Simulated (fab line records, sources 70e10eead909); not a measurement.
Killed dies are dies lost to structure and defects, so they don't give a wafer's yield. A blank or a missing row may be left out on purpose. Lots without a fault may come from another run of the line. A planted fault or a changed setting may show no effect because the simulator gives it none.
Chamber matching | flow nand_harc | NHARC_A_SLIT_ETCH_29 on rie_diel-01: 4 sister chambers
The step etches the open film in CF4/O2, target depth 100 nm, overetch 10 nm, time 55 s. 18 wafers are shown with their chamber, then 9 later ones without.

WAFERS WITH THEIR CHAMBER
wafer  | chamber | showerhead_plenum_p_Torr (Torr) | drypump_motor_current_A (A) | oes_product_au (a.u.)
L075.1 | 2       | 1.42                            | 5.7                         | 1.013
L075.2 | 0       | 1.27                            | 6.4                         | 0.975
L075.5 | 2       | 1.42                            | 5.7                         | 1.004
L078.2 | 3       | 1.32                            | 5.8                         | 1.018
L078.4 | 0       | 1.27                            | 6.4                         | 0.975
L078.5 | 0       | 1.27                            | 6.4                         | 0.969
L082.4 | 1       | 1.39                            | 6.0                         | 0.986
L082.5 | 1       | 1.39                            | 6.0                         | 0.982
L082.6 | 0       | 1.27                            | 6.4                         | 0.978
L083.3 | 2       | 1.41                            | 5.7                         | 1.017
L083.5 | 3       | 1.32                            | 5.8                         | 1.018
L083.6 | 0       | 1.27                            | 6.4                         | 0.979
L086.1 | 3       | 1.32                            | 5.9                         | 1.025
L086.2 | 2       | 1.41                            | 5.7                         | 1.029
L086.6 | 0       | 1.27                            | 6.4                         | 1.004
L087.1 | 2       | 1.41                            | 5.7                         | 1.009
L087.3 | 3       | 1.32                            | 5.9                         | 1.017
L087.4 | 1       | 1.39                            | 6.0                         | 0.964

SIGNATURES (means of the wafers above)
reading                  | chamber 0 | chamber 1 | chamber 2 | chamber 3 | scatter within a chamber
showerhead_plenum_p_Torr | 1.2700    | 1.3900    | 1.4140    | 1.3200    | 0.00293
drypump_motor_current_A  | 6.400     | 6.000     | 5.700     | 5.850     | 0.0267
oes_product_au           | 0.98000   | 0.97733   | 1.01440   | 1.01950   | 0.0101
Rule: a wafer's distance from a chamber is the root of the sum, over the readings, of the square of ((its reading less the chamber's mean) divided by the reading's scatter). The wafer belongs to the nearest chamber; if the next one is less than 2 further off, it can't be placed. The scatter: the root of (the sum of the squares of (reading less its chamber's mean) over the shown wafers, divided by (wafers less chambers)).

WAFERS WITHOUT THEIR CHAMBER
wafer  | showerhead_plenum_p_Torr (Torr) | drypump_motor_current_A (A) | oes_product_au (a.u.)
L091.1 | 1.39                            | 6.0                         | 0.975
L091.4 | 1.32                            | 5.9                         | 1.025
L091.6 | 1.41                            | 5.7                         | 1.008
L093.1 | 1.32                            | 5.9                         | 1.016
L093.4 | 1.39                            | 6.0                         | 0.982
L093.5 | 1.32                            | 5.9                         | 1.012
L095.2 | 1.41                            | 5.7                         | 0.992
L095.4 | 1.27                            | 6.4                         | 0.994
L095.5 | 1.39                            | 6.0                         | 0.969

WHICH CHAMBER EACH WENT THROUGH
wafer  | from the rows above | in truth
L091.1 | 1                   | 1
L091.4 | 3                   | 3
L091.6 | 2                   | 2
L093.1 | 3                   | 3
L093.4 | 1                   | 1
L093.5 | 3                   | 3
L095.2 | 2                   | 2
L095.4 | 0                   | 0
L095.5 | 1                   | 1
Placed correctly: 9 of 9. Can't be placed from these rows: 0. Placed wrongly: 0.
